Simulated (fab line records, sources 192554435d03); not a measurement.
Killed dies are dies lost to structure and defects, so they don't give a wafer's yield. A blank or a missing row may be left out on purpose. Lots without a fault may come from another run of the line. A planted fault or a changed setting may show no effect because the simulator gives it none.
fab line records | flow n5_finfet
record lots=24 wafers=72 last_day=18
route steps=1938 shown BEOL_M4@1110 BEOL_M5@1175 BEOL_M6@1216
lots that met no fault: from a run of the same line without faults
start_h: hours from the record's first day to the start of the lot's first wafer shown | wait_h: hours since the lot's step before | " the same as in the row above | L1.1+2: a row that stands for several wafers | - no value, or no start given | * or withheld: withheld | < > ~ a bound
route shown NAME@n: a module of which the file shows steps, and the number in the route of the first | usual: mean/standard deviation of fault-free wafers | same: alike in all rows | chamber/n: place in a boat | sites: the reading at each site | _std_site: their standard deviation | _edge_site: outer sites' mean less inner sites' | radius_mm: how far each site lies from the wafer's centre | mask NAME#n: copy n | behind: the tool/chamber that last shaped the wafer | hold: why the lot was held/for how many hours/how that ended | device: the transistor (n, p or np) that didn't switch | end of line: the same wafers' tests at the end of the route | a step without rows: its recipe alone | killed: dies lost to structure and defects at the first sort, not the wafer's yield | map: a wafer's dies, x killed, . not, _ none there
set.NAME: the setting as run; set.NAME@STEP: as run at that earlier step | model.NAME: the simulator's own value behind a step, which no gauge read
steps of the route over a sample of lots; a table a step, a row a wafer
services: from which hour (start_h, from the record's first day; less than 0 if before it) a tool's chamber was out of use, for how many hours, and why
## steps
# step N5_BEOL_M4_INSPECT_59
# recipe inspect_instrument=darkfield mode=post_dep
# usual raw_defect_count=75/26
# columns lot.wafer tool chamber start_h wait_h raw_defect_count
L074.3 defect_inspect-01 - 161.10 0.0 111
L074.5 " - " " 78
L074.6 " - " " 82
L076.1 defect_inspect-02 - 174.63 0.0 30
L076.4 " - " " 40
L076.6 " - " " 39
L075.2 defect_inspect-01 - 177.20 0.0 66
L075.5 " - " " 81
L075.6 " - " " 112
L077.2 defect_inspect-01 - 179.57 0.0 86
L077.3 " - " " 148
L077.4 " - " " 70
L078.3 defect_inspect-02 - 189.91 0.0 114
L078.4 " - " " 69
L078.6 " - " " 107
L079.1 defect_inspect-02 - 195.72 0.1 89
L079.4 " - " " 140
L079.6 " - " " 91
L081.2 defect_inspect-02 - 200.64 0.0 46
L081.4 " - " " 68
L081.6 " - " " 81
L080.1 defect_inspect-02 - 203.12 0.0 69
L080.2 " - " " 48
L080.3 " - " " 48
L082.2 defect_inspect-02 - 207.32 0.0 54
L082.3 " - " " 79
L082.6 " - " " 40
L083.1 defect_inspect-01 - 219.41 0.0 74
L083.3 " - " " 69
L083.6 " - " " 59
L084.1 defect_inspect-01 - 219.59 0.0 59
L084.2 " - " " 69
L084.5 " - " " 93
L085.4 defect_inspect-02 - 231.18 0.0 124
L085.5 " - " " 93
L085.6 " - " " 63
L086.2 defect_inspect-01 - 235.87 0.0 86
L086.4 " - " " 62
L086.6 " - " " 76
L088.1 defect_inspect-01 - 243.87 0.0 72
L088.2 " - " " 87
L088.3 " - " " 91
L087.1 defect_inspect-02 - 246.54 0.0 82
L087.2 " - " " 103
L087.3 " - " " 68
L089.1 defect_inspect-02 - 250.94 0.0 74
L089.3 " - " " 66
L089.4 " - " " 115
L091.3 defect_inspect-02 - 270.97 0.0 34
L091.4 " - " " 52
L091.6 " - " " 75
L090.2 defect_inspect-01 - 279.21 0.0 44
L090.3 " - " " 50
L090.5 " - " " 56
L093.1 defect_inspect-02 - 279.42 0.0 84
L093.4 " - " " 117
L093.6 " - " " 139
L092.2 defect_inspect-01 - 290.30 0.0 99
L092.4 " - " " 49
L092.6 " - " " 77
L094.1 defect_inspect-02 - 297.46 0.0 68
L094.2 " - " " 46
L094.3 " - " " 150
L095.3 defect_inspect-01 - 299.98 0.0 71
L095.5 " - " " 85
L095.6 " - " " 93
L096.2 defect_inspect-02 - 304.32 0.3 26
L096.3 " - " " 57
L096.5 " - " " 60
L097.2 defect_inspect-02 - 313.49 0.0 53
L097.4 " - " " 62
L097.5 " - " " 54
# step N5_BEOL_M5_SPUTTER_48
# recipe material=Cu target_thk_a=150 temp_c=-20 chamber_pressure_pa=0.07 power_w=withheld time_s=27.62
# usual throttle_valve_pct=30.3/1.3
# columns lot.wafer tool chamber start_h wait_h throttle_valve_pct
L074.3 pvd_sputter-03 - 169.23 0.1 31.6
L074.5 " - " " 31.4
L074.6 " - " " 31.4
L076.1 pvd_sputter-01 - 180.17 0.2 28.9
L076.4 " - " " 30.4
L076.6 " - " " 27.3
L075.2 pvd_sputter-03 - 182.54 0.1 31.9
L075.5 " - " " 31.3
L075.6 " - " " 31.3
L077.2 pvd_sputter-03 - 187.13 0.1 31.4
L077.3 " - " " 31.2
L077.4 " - " " 31.6
L078.3 pvd_sputter-02 - 195.23 0.1 30.7
L078.4 " - " " 30.3
L078.6 " - " " 29.0
L079.1 pvd_sputter-03 - 202.36 0.1 31.5
L079.4 " - " " 31.5
L079.6 " - " " 30.9
L081.2 pvd_sputter-03 - 207.96 0.1 31.4
L081.4 " - " " 31.0
L081.6 " - " " 31.6
L080.1 pvd_sputter-01 - 212.25 0.2 30.5
L080.2 " - " " 27.2
L080.3 " - " " 28.7
L082.2 pvd_sputter-01 - 219.73 0.1 28.6
L082.3 " - " " 27.1
L082.6 " - " " 28.8
L083.1 pvd_sputter-02 - 227.47 0.1 30.7
L083.3 " - " " 28.9
L083.6 " - " " 30.4
L084.1 pvd_sputter-03 - 228.27 0.2 31.5
L084.2 " - " " 31.1
L084.5 " - " " 31.4
L085.4 pvd_sputter-01 - 237.96 1.1 29.2
L085.5 " - " " 27.2
L085.6 " - " " 28.9
L086.2 pvd_sputter-02 - 242.58 0.9 29.9
L086.4 " - " " 31.0
L086.6 " - " " 31.0
L088.1 pvd_sputter-03 - 251.60 0.1 31.0
L088.2 " - " " 30.9
L088.3 " - " " 31.3
L087.1 pvd_sputter-02 - 256.86 0.1 30.3
L087.2 " - " " 31.0
L087.3 " - " " 29.4
L089.1 pvd_sputter-03 - 260.42 0.3 31.4
L089.3 " - " " 31.7
L089.4 " - " " 31.1
L091.3 pvd_sputter-01 - 277.98 1.4 30.7
L091.4 " - " " 29.0
L091.6 " - " " 30.6
L093.1 pvd_sputter-01 - 287.12 0.1 30.6
L093.4 " - " " 27.4
L093.6 " - " " 28.7
L090.2 pvd_sputter-02 - 287.88 0.1 29.1
L090.3 " - " " 30.2
L090.5 " - " " 30.6
L092.2 pvd_sputter-03 - 297.80 0.1 31.1
L092.4 " - " " 31.6
L092.6 " - " " 31.6
L094.1 pvd_sputter-01 - 304.09 0.1 30.7
L094.2 " - " " 27.3
L094.3 " - " " 29.1
L095.3 pvd_sputter-03 - 307.81 0.9 30.9
L095.5 " - " " 31.1
L095.6 " - " " 31.5
L096.2 pvd_sputter-02 - 310.04 0.3 30.3
L096.3 " - " " 29.3
L096.5 " - " " 30.2
L097.2 pvd_sputter-02 - 318.43 0.2 30.7
L097.4 " - " " 30.8
L097.5 " - " " 30.3
# step N5_BEOL_M5_ANNEAL_49
# recipe temp_c=400 time_s=1800 ambient=vacuum
# usual heater_power_w=827/81
# columns lot.wafer tool chamber start_h wait_h heater_power_w
L074.3 pvd_sputter-03 - 169.31 0.0 888
L074.5 " - " " 752
L074.6 " - " " 880
L076.1 pvd_sputter-01 - 180.25 0.0 772
L076.4 " - " " 597
L076.6 " - " " 792
L075.2 pvd_sputter-03 - 182.62 0.0 758
L075.5 " - " " 879
L075.6 " - " " 859
L077.2 pvd_sputter-03 - 187.21 0.0 750
L077.3 " - " " 887
L077.4 " - " " 862
L078.3 pvd_sputter-02 - 195.31 0.0 811
L078.4 " - " " 929
L078.6 " - " " 898
L079.1 pvd_sputter-03 - 202.44 0.0 867
L079.4 " - " " 752
L079.6 " - " " 876
L081.2 pvd_sputter-03 - 208.04 0.0 772
L081.4 " - " " 896
L081.6 " - " " 766
L080.1 pvd_sputter-01 - 212.33 0.0 583
L080.2 " - " " 764
L080.3 " - " " 771
L082.2 pvd_sputter-01 - 219.81 0.0 818
L082.3 " - " " 784
L082.6 " - " " 813
L083.1 pvd_sputter-02 - 227.55 0.0 857
L083.3 " - " " 899
L083.6 " - " " 817
L084.1 pvd_sputter-03 - 228.35 0.0 870
L084.2 " - " " 868
L084.5 " - " " 856
L085.4 pvd_sputter-01 - 238.04 0.0 765
L085.5 " - " " 789
L085.6 " - " " 812
L086.2 pvd_sputter-02 - 242.66 0.0 932
L086.4 " - " " 844
L086.6 " - " " 869
L088.1 pvd_sputter-03 - 251.68 0.0 874
L088.2 " - " " 839
L088.3 " - " " 862
L087.1 pvd_sputter-02 - 256.94 0.0 821
L087.2 " - " " 824
L087.3 " - " " 931
L089.1 pvd_sputter-03 - 260.50 0.0 880
L089.3 " - " " 762
L089.4 " - " " 861
L091.3 pvd_sputter-01 - 278.06 0.0 586
L091.4 " - " " 781
L091.6 " - " " 602
L093.1 pvd_sputter-01 - 287.20 0.0 605
L093.4 " - " " 776
L093.6 " - " " 802
L090.2 pvd_sputter-02 - 287.96 0.0 923
L090.3 " - " " 947
L090.5 " - " " 856
L092.2 pvd_sputter-03 - 297.88 0.0 841
L092.4 " - " " 763
L092.6 " - " " 870
L094.1 pvd_sputter-01 - 304.17 0.0 604
L094.2 " - " " 769
L094.3 " - " " 784
L095.3 pvd_sputter-03 - 307.89 0.0 861
L095.5 " - " " 864
L095.6 " - " " 879
L096.2 pvd_sputter-02 - 310.12 0.0 834
L096.3 " - " " 935
L096.5 " - " " 951
L097.2 pvd_sputter-02 - 318.51 0.0 829
L097.4 " - " " 843
L097.5 " - " " 908
# step N5_BEOL_M5_ANNEAL_84
# recipe temp_c=400 time_s=1800 ambient=vacuum
# usual heater_power_w=828/82
# columns lot.wafer tool chamber start_h wait_h heater_power_w
L074.3 pvd_sputter-03 - 171.48 0.0 873
L074.5 " - " " 758
L074.6 " - " " 863
L076.1 pvd_sputter-01 - 182.42 0.0 759
L076.4 " - " " 598
L076.6 " - " " 784
L075.2 pvd_sputter-03 - 184.79 0.0 746
L075.5 " - " " 871
L075.6 " - " " 855
L077.2 pvd_sputter-03 - 189.38 0.0 772
L077.3 " - " " 859
L077.4 " - " " 859
L078.3 pvd_sputter-02 - 197.48 0.0 846
L078.4 " - " " 942
L078.6 " - " " 929
L079.1 pvd_sputter-03 - 204.61 0.0 878
L079.4 " - " " 744
L079.6 " - " " 876
L081.2 pvd_sputter-03 - 210.21 0.0 766
L081.4 " - " " 876
L081.6 " - " " 755
L080.1 pvd_sputter-01 - 214.51 0.0 598
L080.2 " - " " 787
L080.3 " - " " 784
L082.2 pvd_sputter-01 - 221.98 0.0 807
L082.3 " - " " 796
L082.6 " - " " 823
L083.1 pvd_sputter-02 - 229.73 0.0 829
L083.3 " - " " 928
L083.6 " - " " 803
L084.1 pvd_sputter-03 - 230.52 0.0 868
L084.2 " - " " 852
L084.5 " - " " 859
L085.4 pvd_sputter-01 - 240.22 0.0 770
L085.5 " - " " 786
L085.6 " - " " 807
L086.2 pvd_sputter-02 - 244.83 0.0 930
L086.4 " - " " 846
L086.6 " - " " 861
L088.1 pvd_sputter-03 - 253.85 0.0 859
L088.2 " - " " 863
L088.3 " - " " 883
L087.1 pvd_sputter-02 - 259.11 0.0 822
L087.2 " - " " 863
L087.3 " - " " 938
L089.1 pvd_sputter-03 - 262.68 0.0 881
L089.3 " - " " 768
L089.4 " - " " 885
L091.3 pvd_sputter-01 - 280.23 0.0 586
L091.4 " - " " 770
L091.6 " - " " 616
L093.1 pvd_sputter-01 - 289.38 0.0 598
L093.4 " - " " 775
L093.6 " - " " 831
L090.2 pvd_sputter-02 - 290.13 0.0 949
L090.3 " - " " 917
L090.5 " - " " 842
L092.2 pvd_sputter-03 - 300.05 0.0 883
L092.4 " - " " 770
L092.6 " - " " 882
L094.1 pvd_sputter-01 - 306.34 0.0 594
L094.2 " - " " 789
L094.3 " - " " 768
L095.3 pvd_sputter-03 - 310.06 0.0 892
L095.5 " - " " 881
L095.6 " - " " 873
L096.2 pvd_sputter-02 - 312.30 0.0 836
L096.3 " - " " 905
L096.5 " - " " 944
L097.2 pvd_sputter-02 - 320.68 0.0 827
L097.4 " - " " 867
L097.5 " - " " 958
# step N5_BEOL_M5_RS_MEAS_57
# recipe thk_meas_gauge=four-point-probe reads=Co_of_BEOL_M5_CO_CAP_78+Cu_of_BEOL_M5_ECD_50+Co_of_BEOL_M5_CVD_47+TaN_of_BEOL_M5_ALD_86
# usual M5_RS=0.393/0.018
# columns lot.wafer tool chamber start_h wait_h M5_RS[ohm/sq]
L074.3 film_metro-01 - 174.81 0.1 0.401
L074.5 " - " " 0.395
L074.6 " - " " 0.410
L076.1 film_metro-02 - 185.57 0.0 0.425
L076.4 " - " " 0.380
L076.6 " - " " 0.404
L075.2 film_metro-01 - 188.22 0.1 0.373
L075.5 " - " " 0.370
L075.6 " - " " 0.378
L077.2 film_metro-02 - 192.57 0.1 0.395
L077.3 " - " " 0.418
L077.4 " - " " 0.437
L078.3 film_metro-02 - 200.70 0.1 0.404
L078.4 " - " " 0.385
L078.6 " - " " 0.386
L079.1 film_metro-02 - 208.19 0.1 0.404
L079.4 " - " " 0.412
L079.6 " - " " 0.403
L081.2 film_metro-01 - 213.36 0.1 0.366
L081.4 " - " " 0.366
L081.6 " - " " 0.394
L080.1 film_metro-01 - 217.66 0.0 0.392
L080.2 " - " " 0.373
L080.3 " - " " 0.405
L082.2 film_metro-01 - 225.23 0.1 0.403
L082.3 " - " " 0.403
L082.6 " - " " 0.382
L083.1 film_metro-01 - 233.24 0.0 0.375
L083.3 " - " " 0.402
L083.6 " - " " 0.379
L084.1 film_metro-02 - 233.73 0.0 0.377
L084.2 " - " " 0.356
L084.5 " - " " 0.364
L086.2 film_metro-02 - 248.57 0.1 0.390
L086.4 " - " " 0.416
L086.6 " - " " 0.395
L085.4 film_metro-01 - 252.78 0.0 0.426
L085.5 " - " " 0.377
L085.6 " - " " 0.389
L088.1 film_metro-02 - 257.22 0.0 0.395
L088.2 " - " " 0.362
L088.3 " - " " 0.395
L087.1 film_metro-02 - 262.40 0.0 0.372
L087.2 " - " " 0.382
L087.3 " - " " 0.373
L089.1 film_metro-02 - 266.10 0.0 0.407
L089.3 " - " " 0.363
L089.4 " - " " 0.378
L091.3 film_metro-01 - 284.14 0.1 0.415
L091.4 " - " " 0.432
L091.6 " - " " 0.385
L093.1 film_metro-02 - 292.79 0.0 0.385
L093.4 " - " " 0.419
L093.6 " - " " 0.406
L090.2 film_metro-02 - 293.28 0.1 0.412
L090.3 " - " " 0.421
L090.5 " - " " 0.381
L092.2 film_metro-02 - 303.47 0.1 0.404
L092.4 " - " " 0.432
L092.6 " - " " 0.409
L094.1 film_metro-01 - 309.80 0.0 0.375
L094.2 " - " " 0.379
L094.3 " - " " 0.379
L095.3 film_metro-01 - 313.21 0.1 0.392
L095.5 " - " " 0.383
L095.6 " - " " 0.400
L096.2 film_metro-02 - 315.44 0.1 0.393
L096.3 " - " " 0.387
L096.5 " - " " 0.393
L097.2 film_metro-02 - 324.17 0.1 0.389
L097.4 " - " " 0.404
L097.5 " - " " 0.395
# step N5_BEOL_M6_STRIP_19
# recipe chemistry=O2 power_w=400 temp_c=40 pressure_mtorr=30 rf_frequency_hz=6e+07 bias_power_w=0 overash_fraction=0.2 o2_flow_sccm=225
# usual drypump_motor_current_A=5.8/0.39 oes_product_au=0.81/0.11 rf_vpp_V=3.6/0.57 showerhead_plenum_p_Torr=2.09/0.092 throttle_valve_pct=16.53/0.2
# columns lot.wafer tool chamber start_h wait_h drypump_motor_current_A oes_product_au rf_hours_counter_h rf_vpp_V showerhead_plenum_p_Torr throttle_valve_pct
L074.3 rie_diel-05 2 177.08 0.1 5.4 0.75 171 3.1 1.91 16.55
L074.5 " 1 " " 6.2 0.77 - 4.1 2.17 16.72
L074.6 " 2 " " 5.4 0.75 - 4.3 1.91 16.53
L076.1 rie_diel-04 0 188.09 0.1 5.6 0.87 53 4.0 2.23 16.67
L076.4 " 0 " " 5.6 0.87 - 4.4 2.23 16.68
L076.6 " 3 " " 6.1 0.95 - 3.5 2.05 16.18
L075.2 rie_diel-02 3 192.34 0.1 6.5 0.68 214 3.6 2.08 16.53
L075.5 " 3 " " 6.5 0.68 - 2.6 2.08 16.52
L075.6 " 0 " " 6.1 0.68 - 3.7 2.01 16.67
L077.2 rie_diel-02 1 194.94 0.1 5.9 0.93 16 3.7 2.18 16.49
L077.3 " 2 " " 5.6 0.70 246 3.9 2.05 16.87
L077.4 " 2 " " 5.6 0.70 - 3.5 2.05 16.81
L078.3 rie_diel-05 0 202.51 0.1 5.1 0.94 15 3.5 2.14 16.14
L078.4 " 1 " " 6.2 0.75 - 4.2 2.17 16.74
L078.6 " 0 " " 5.1 0.94 - 3.5 2.14 16.11
L079.1 rie_diel-04 0 211.85 0.1 5.6 0.84 64 4.3 2.23 16.69
L079.4 " 2 " " 5.3 0.66 - 4.0 2.04 16.87
L079.6 " 0 " " 5.6 0.85 - 3.0 2.23 16.68
L081.2 rie_diel-04 0 216.33 0.1 5.6 0.86 66 3.1 2.23 16.71
L081.4 " 0 " " 5.6 0.85 - 4.2 2.23 16.71
L081.6 " 3 " " 6.0 0.91 - 3.5 2.04 16.19
L080.1 rie_diel-04 3 219.95 0.1 6.1 0.91 29 4.1 2.04 16.20
L080.2 " 0 " " 5.6 0.85 68 3.0 2.22 16.69
L080.3 " 2 " " 5.3 0.66 259 3.2 2.04 16.87
L082.2 rie_diel-02 0 226.82 0.1 6.1 0.67 233 3.9 2.00 16.67
L082.3 " 3 " " 6.6 0.68 228 3.9 2.07 16.52
L082.6 " 1 " " 5.9 0.91 - 4.6 2.18 16.47
L083.1 rie_diel-02 3 237.25 0.2 6.5 0.67 229 2.9 2.07 16.54
L083.3 " 0 " " 6.1 0.66 237 3.4 2.00 16.71
L083.6 " 0 " " 6.1 0.66 - 3.5 2.00 16.69
L084.1 rie_diel-02 1 237.49 0.2 6.0 0.89 34 2.6 2.17 16.49
L084.2 " 2 " " 5.6 0.95 4 3.5 2.05 16.36
L084.5 " 1 " " 5.9 0.89 - 3.0 2.17 16.46
L086.2 rie_diel-02 2 251.06 0.1 5.6 0.94 8 4.3 2.05 16.36
L086.4 " 3 " " 6.6 0.67 233 3.2 2.07 16.54
L086.6 " 2 " " 5.5 0.94 - 4.2 2.05 16.37
L085.4 rie_diel-02 1 257.29 0.1 5.9 0.88 39 3.0 2.17 16.51
L085.5 " 1 " " 5.9 0.88 - 3.9 2.17 16.51
L085.6 " 2 " " 5.6 0.95 - 3.4 2.04 16.37
L088.1 rie_diel-04 2 259.86 0.1 5.3 0.98 3 3.2 2.04 16.37
L088.2 " 0 " " 5.6 0.82 84 3.1 2.22 16.70
L088.3 " 3 " " 6.0 0.89 45 3.8 2.04 16.24
L087.1 rie_diel-05 0 264.40 0.1 5.2 0.89 39 3.9 2.14 16.20
L087.2 " 2 " " 5.4 0.72 203 3.6 1.90 16.58
L087.3 " 3 " " 5.6 0.86 47 2.9 2.01 16.58
L089.1 rie_diel-02 3 270.29 0.2 6.5 0.66 240 3.4 2.07 16.54
L089.3 " 2 " " 5.6 0.92 15 3.8 2.04 16.39
L089.4 " 1 " " 5.9 0.87 44 3.1 2.17 16.49
L091.3 rie_diel-02 2 286.71 0.1 5.6 0.89 21 5.1 2.04 16.41
L091.4 " 1 " " 5.9 0.86 - 3.9 2.17 16.52
L091.6 " 3 " " 6.6 0.66 - 3.5 2.07 16.58
L093.1 rie_diel-04 0 295.93 0.1 5.6 0.82 99 4.3 2.21 16.76
L093.4 " 2 " " 5.3 0.94 17 3.4 2.03 16.40
L093.6 " 0 " " 5.6 0.83 - 3.9 2.21 16.76
L090.2 rie_diel-02 0 297.27 0.2 6.2 0.96 3 3.1 2.26 16.25
L090.3 " 1 " " 5.9 0.86 56 4.1 2.17 16.53
L090.5 " 2 " " 5.6 0.89 - 4.1 2.04 16.43
L092.2 rie_diel-04 0 305.96 0.1 5.6 0.82 103 2.9 2.21 16.74
L092.4 " 1 " " 5.4 0.66 250 2.6 2.16 16.64
L092.6 " 2 " " 5.3 0.92 - 3.0 2.03 16.40
L094.1 rie_diel-05 0 313.73 0.1 5.1 0.87 49 3.1 2.13 16.20
L094.2 " 3 " " 5.5 0.87 57 5.1 2.01 16.59
L094.3 " 2 " " 5.4 0.71 214 4.3 1.89 16.61
L095.3 rie_diel-04 2 315.17 0.1 5.3 0.91 26 3.7 2.03 16.41
L095.5 " 0 " " 5.6 0.81 - 4.2 2.21 16.76
L095.6 " 3 " " 6.0 0.85 - 2.9 2.03 16.28
L096.2 rie_diel-05 1 318.64 0.2 6.2 0.73 201 3.8 2.16 16.81
L096.3 " 2 " " 5.4 0.72 216 4.1 1.89 16.60
L096.5 " 1 " " 6.1 0.72 - 3.3 2.16 16.80
L097.2 rie_diel-02 1 326.85 0.1 5.9 0.81 70 2.2 2.16 16.55
L097.4 " 3 " " 6.5 0.97 4 4.7 2.06 16.13
L097.5 " 0 " " 6.1 0.92 - 3.3 2.25 16.29
## services
# columns tool chamber start_h hours kind
rie_diel-05 - 164.14 0.3 repair
rie_diel-05 - 171.64 2.2 repair
rie_diel-02 3 173.21 5.4 repair
rie_diel-04 1 175.48 62.1 repair
rie_diel-05 3 201.47 13.7 repair
rie_diel-02 2 205.13 - clean
rie_diel-02 2 205.13 - consumable_replace:focus_ring
rie_diel-02 2 205.13 22.7 scheduled_down
rie_diel-02 2 205.13 22.7 vent_cycle
rie_diel-05 2 219.41 2.6 repair
rie_diel-02 3 230.91 5.1 repair
rie_diel-04 2 237.62 - clean
rie_diel-04 2 237.62 - consumable_replace:focus_ring
rie_diel-04 2 237.62 14.2 scheduled_down
rie_diel-04 2 237.62 14.2 vent_cycle
rie_diel-02 0 277.44 - clean
rie_diel-02 0 277.44 - consumable_replace:focus_ring
rie_diel-02 0 277.44 - consumable_replace:showerhead
rie_diel-05 - 291.28 14.6 pm
rie_diel-02 3 294.33 - clean
rie_diel-02 3 294.33 - consumable_replace:focus_ring
rie_diel-02 3 294.33 19.3 scheduled_down
rie_diel-02 3 294.33 19.3 vent_cycle
rie_diel-04 3 317.19 18.4 repair
## key
fault none
